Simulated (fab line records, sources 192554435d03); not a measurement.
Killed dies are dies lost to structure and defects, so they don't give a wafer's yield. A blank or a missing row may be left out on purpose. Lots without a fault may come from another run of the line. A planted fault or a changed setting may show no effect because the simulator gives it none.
Chamber matching | flow n5_finfet | N5_BEOL_M11_ETCH_65 on rie_diel-04: 4 sister chambers
The step etches SiARC in CF4, target depth 39 nm, time 65 s. 4 wafers are shown with their chamber, then 7 later ones without.

WAFERS WITH THEIR CHAMBER
wafer  | chamber | showerhead_plenum_p_Torr (Torr)
L081.5 | 2       | 2.21
L082.2 | 3       | 2.27
L086.1 | 1       | 2.04
L086.3 | 0       | 2.12

WAFERS WITHOUT THEIR CHAMBER
wafer  | showerhead_plenum_p_Torr (Torr)
L086.4 | 2.21
L095.3 | 2.20
L095.5 | 2.26
L095.6 | 2.20
L094.1 | 2.12
L094.5 | 2.26
L094.6 | 2.12

WHICH CHAMBER EACH WENT THROUGH
wafer  | from the rows above | in truth
L086.4 | 2                   | 2
L095.3 | 2                   | 2
L095.5 | 3                   | 3
L095.6 | 2                   | 2
L094.1 | 0                   | 0
L094.5 | 3                   | 3
L094.6 | 0                   | 0
Placed correctly: 7 of 7. Can't be placed from these rows: 0. Placed wrongly: 0.
How it was worked out, from the rows above alone: a wafer's distance from a chamber is the root of the sum, over the readings, of the square of ((its reading less the chamber's mean) divided by the reading's scatter). The wafer belongs to the nearest chamber; if the next one is less than 2 further off, it can't be placed. A chamber's mean is the mean of its shown wafers. The scatter: with one shown wafer a chamber, the root of the mean of the squares of how far each hidden wafer lies from its nearest shown one.
